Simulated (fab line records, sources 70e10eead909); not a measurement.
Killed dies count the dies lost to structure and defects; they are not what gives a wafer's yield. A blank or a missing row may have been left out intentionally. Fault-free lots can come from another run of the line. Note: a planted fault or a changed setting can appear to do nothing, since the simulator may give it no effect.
Matching of chambers | flow nandHarc | NHARC_A_WL_FILL_ETCHBACK_26 on rieSi-02: 4 sister chambers
The step etches the open film in HBr, target depth 52 nm, time 13.3 s. 20 wafers are shown with their chamber, then 10 later ones without.

## EACH WAFER AND ITS CHAMBER
wafer  | chamber | drypumpMotorCurrentA (A) | rfFwdPowerW (W) | oesProductAu (a.u.)
L075.1 | 2       | 5.7                      | 343.3           | 1.007
L075.2 | 1       | 6.2                      | 344.3           | 0.996
L075.6 | 0       | 5.6                      | 345.1           | 1.001
L077.3 | 2       | 5.7                      | 342.2           | 1.002
L077.4 | 1       | 6.2                      | 342.6           | 0.990
L077.5 | 1       | 6.2                      | 343.9           | 1.007
L080.1 | 3       | 6.0                      | 341.2           | 1.000
L080.4 | 0       | 5.5                      | 344.4           | 0.990
L080.6 | 2       | 5.7                      | 344.6           | 0.993
L081.1 | 3       | 6.0                      | 340.5           | 1.006
L081.2 | 0       | 5.5                      | 345.6           | 0.988
L081.5 | 3       | 6.0                      | 341.1           | 1.006
L084.1 | 0       | 5.5                      | 346.9           | 0.981
L084.4 | 3       | 6.0                      | 340.2           | 0.995
L084.5 | 0       | 5.6                      | 345.5           | 0.983
L087.1 | 0       | 5.6                      | 345.5           | 0.975
L087.3 | 1       | 6.2                      | 344.2           | 0.982
L087.5 | 0       | 5.6                      | 346.2           | 0.991
L089.4 | 1       | 6.2                      | 344.7           | 0.977
L089.5 | 0       | 5.6                      | 347.5           | 0.980

SIGNATURES (means of the wafers above)
reading              | chamber 0 | chamber 1 | chamber 2 | chamber 3 | scatter within a chamber
drypumpMotorCurrentA | 5.562     | 6.200     | 5.700     | 6.000     | 0.0342
rfFwdPowerW          | 345.837   | 343.940   | 343.367   | 340.750   | 0.904
oesProductAu         | 0.98612   | 0.99040   | 1.00067   | 1.00175   | 0.00867
Rule: for a wafer and a chamber, the distance is found by dividing, reading by reading, the gap between the wafer's reading and the chamber's mean by the reading's scatter, squaring, summing and taking the root. If the next closest chamber is less than 2 further off than the closest, the wafer can't be placed; otherwise it belongs to the closest. The scatter: take each reading less its chamber's mean, square it, sum over the shown wafers, divide by the number of wafers less the number of chambers, and take the root.

## WAFERS WITHOUT THEIR CHAMBER
wafer  | drypumpMotorCurrentA (A) | rfFwdPowerW (W) | oesProductAu (a.u.)
L089.6 | 6.0                      | 339.8           | 0.986
L092.1 | 6.2                      | 343.7           | 0.991
L092.3 | 5.5                      | 346.3           | 0.981
L092.5 | 6.0                      | 339.5           | 1.001
L097.1 | 6.2                      | 342.2           | 0.988
L097.2 | 5.5                      | 345.2           | 0.973
L097.6 | 5.5                      | 346.1           | 0.980
L096.1 | 5.7                      | 344.8           | 1.014
L096.4 | 6.0                      | 338.9           | 1.013
L096.6 | 5.6                      | 346.1           | 0.992

## THE CHAMBER EACH PASSED THROUGH
wafer  | from the rows above | in truth
L089.6 | 3                   | 3
L092.1 | 1                   | 1
L092.3 | 0                   | 0
L092.5 | 3                   | 3
L097.1 | 1                   | 1
L097.2 | 0                   | 0
L097.6 | 0                   | 0
L096.1 | 2                   | 2
L096.4 | 3                   | 3
L096.6 | 0                   | 0
Placed correctly: 10 of 10. Left unplaced by these rows: 0. Placed wrongly: 0.
